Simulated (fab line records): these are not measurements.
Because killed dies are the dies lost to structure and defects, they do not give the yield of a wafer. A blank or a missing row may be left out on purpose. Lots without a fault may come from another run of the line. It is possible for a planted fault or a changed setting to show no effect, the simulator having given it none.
Chamber matching + flow n5 finfet + rie si-02 running N5_DUMMY_GATE_ETCH_44: 4 sister chambers
The step etches poly-Si in HBr/O2, stops on SiO2, target depth 127.5 nm. 14 wafers are shown with their chamber, then 7 later ones without.

## WAFERS PAIRED WITH THEIR CHAMBERS
| wafer  | chamber | drypump motor current A (A) | throttle valve pct (%) | oes product au (a.u.) |
|--------|---------|-----------------------------|------------------------|-----------------------|
| L556.1 | 1       | 6.1                         | 18.78                  | 0.735                 |
| L556.4 | 3       | 6.6                         | 18.44                  | 0.728                 |
| L556.6 | 3       | 6.7                         | 18.44                  | 0.731                 |
| L560.2 | 0       | 6.0                         | 18.64                  | 0.725                 |
| L560.4 | 1       | 6.1                         | 18.78                  | 0.726                 |
| L560.5 | 2       | 6.2                         | 18.78                  | 0.739                 |
| L562.2 | 3       | 6.7                         | 18.46                  | 0.697                 |
| L562.4 | 0       | 6.0                         | 18.66                  | 0.729                 |
| L562.5 | 3       | 6.7                         | 18.43                  | 0.709                 |
| L566.1 | 3       | 6.6                         | 18.45                  | 0.722                 |
| L566.4 | 0       | 6.0                         | 18.64                  | 0.723                 |
| L566.5 | 1       | 6.1                         | 18.79                  | 0.742                 |
| L576.2 | 2       | 6.1                         | 18.59                  | 0.738                 |
| L576.3 | 1       | 6.1                         | 18.79                  | 0.735                 |

SIGNATURES (means of the wafers above)
| reading                 | chamber 0 | chamber 1 | chamber 2 | chamber 3 | scatter within a chamber |
|-------------------------|-----------|-----------|-----------|-----------|--------------------------|
| drypump motor current A | 6.000     | 6.100     | 6.150     | 6.660     | 0.0412                   |
| throttle valve pct      | 18.6467   | 18.7850   | 18.6850   | 18.4440   | 0.0435                   |
| oes product au          | 0.72567   | 0.73450   | 0.73850   | 0.71740   | 0.00976                  |
Rule: for each reading, subtract the chamber's mean from the wafer's reading, divide by that reading's scatter and square the result; add these up over the readings and take the root, which gives the wafer's distance from the chamber. The wafer belongs to the nearest chamber; if the next one is less than 2 further off, it can't be placed. The scatter is the square root of a quotient: the sum, over the shown wafers, of each reading's squared deviation from its chamber's mean, divided by wafers minus chambers.

## WAFERS WHOSE CHAMBER IS MISSING
| wafer  | drypump motor current A (A) | throttle valve pct (%) | oes product au (a.u.) |
|--------|-----------------------------|------------------------|-----------------------|
| L576.4 | 6.0                         | 18.65                  | 0.709                 |
| L577.1 | 6.7                         | 18.45                  | 0.720                 |
| L577.2 | 6.1                         | 18.56                  | 0.752                 |
| L577.6 | 6.1                         | 18.79                  | 0.734                 |
| L579.4 | 6.7                         | 18.44                  | 0.708                 |
| L579.5 | 6.0                         | 18.65                  | 0.742                 |
| L579.6 | 6.7                         | 18.45                  | 0.706                 |

## WHICH CHAMBER EACH WENT THROUGH
| wafer  | from the rows above     | in truth |
|--------|-------------------------|----------|
| L576.4 | 0                       | 0        |
| L577.1 | 3                       | 3        |
| L577.2 | can't be placed: 2 or 0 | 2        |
| L577.6 | 1                       | 1        |
| L579.4 | 3                       | 3        |
| L579.5 | 0                       | 0        |
| L579.6 | 3                       | 3        |
6 of 7 placed correctly. Not placeable from these rows: 1 (in 1, the candidates include the true chamber). 0 placed wrongly.
